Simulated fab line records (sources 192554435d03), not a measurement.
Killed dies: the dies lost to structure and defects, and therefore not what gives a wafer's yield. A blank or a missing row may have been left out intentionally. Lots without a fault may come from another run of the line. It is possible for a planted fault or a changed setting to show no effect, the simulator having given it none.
Matching of chambers :: flow n5-finfet :: N5_FIN_SAQP_DESCUM_21 on rie-diel-06 has 4 sister chambers
The step chemistry O2, time 7.9 s. 8 wafers are shown with their chamber, then 9 later ones without.

## WAFERS, EACH WITH ITS CHAMBER
wafer: L078.3
chamber: 0
throttle-valve-pct (%): 20.28
showerhead-plenum-p-Torr (Torr): 2.02

wafer: L080.3
chamber: 3
throttle-valve-pct (%): 20.66
showerhead-plenum-p-Torr (Torr): 1.98

wafer: L080.6
chamber: 3
throttle-valve-pct (%): 20.67
showerhead-plenum-p-Torr (Torr): 1.98

wafer: L082.4
chamber: 1
throttle-valve-pct (%): 20.73
showerhead-plenum-p-Torr (Torr): 2.09

wafer: L082.5
chamber: 2
throttle-valve-pct (%): 20.51
showerhead-plenum-p-Torr (Torr): 2.09

wafer: L083.1
chamber: 2
throttle-valve-pct (%): 20.51
showerhead-plenum-p-Torr (Torr): 2.09

wafer: L083.5
chamber: 0
throttle-valve-pct (%): 20.31
showerhead-plenum-p-Torr (Torr): 2.01

wafer: L083.6
chamber: 1
throttle-valve-pct (%): 20.75
showerhead-plenum-p-Torr (Torr): 2.09

## WAFERS WITH NO CHAMBER GIVEN
wafer: L088.3
throttle-valve-pct (%): 20.32
showerhead-plenum-p-Torr (Torr): 2.01

wafer: L088.4
throttle-valve-pct (%): 20.69
showerhead-plenum-p-Torr (Torr): 1.98

wafer: L088.5
throttle-valve-pct (%): 20.31
showerhead-plenum-p-Torr (Torr): 2.01

wafer: L095.1
throttle-valve-pct (%): 20.56
showerhead-plenum-p-Torr (Torr): 2.08

wafer: L095.4
throttle-valve-pct (%): 20.57
showerhead-plenum-p-Torr (Torr): 2.08

wafer: L095.6
throttle-valve-pct (%): 20.72
showerhead-plenum-p-Torr (Torr): 1.97

wafer: L097.1
throttle-valve-pct (%): 20.78
showerhead-plenum-p-Torr (Torr): 2.08

wafer: L097.2
throttle-valve-pct (%): 20.57
showerhead-plenum-p-Torr (Torr): 2.08

wafer: L097.5
throttle-valve-pct (%): 20.57
showerhead-plenum-p-Torr (Torr): 2.08

## EACH ONE'S CHAMBER
wafer: L088.3
from the rows above: 0
in truth: 0

wafer: L088.4
from the rows above: 3
in truth: 3

wafer: L088.5
from the rows above: 0
in truth: 0

wafer: L095.1
from the rows above: 2
in truth: 2

wafer: L095.4
from the rows above: 2
in truth: 2

wafer: L095.6
from the rows above: 3
in truth: 3

wafer: L097.1
from the rows above: 1
in truth: 1

wafer: L097.2
from the rows above: 2
in truth: 2

wafer: L097.5
from the rows above: 2
in truth: 2
9 of 9 placed correctly. Left unplaced by these rows: 0. 0 placed wrongly.
How it was worked out, from the rows above alone: a wafer's distance from a chamber is the root of the sum, over the readings, of the square of ((its reading less the chamber's mean) divided by the reading's scatter). If the next closest chamber is less than 2 further off than the closest, the wafer can't be placed; otherwise it belongs to the closest. For every chamber, the mean is computed from those of its wafers that are shown. The scatter is the square root of a quotient: the sum, over the shown wafers, of each reading's squared deviation from its chamber's mean, divided by wafers minus chambers.
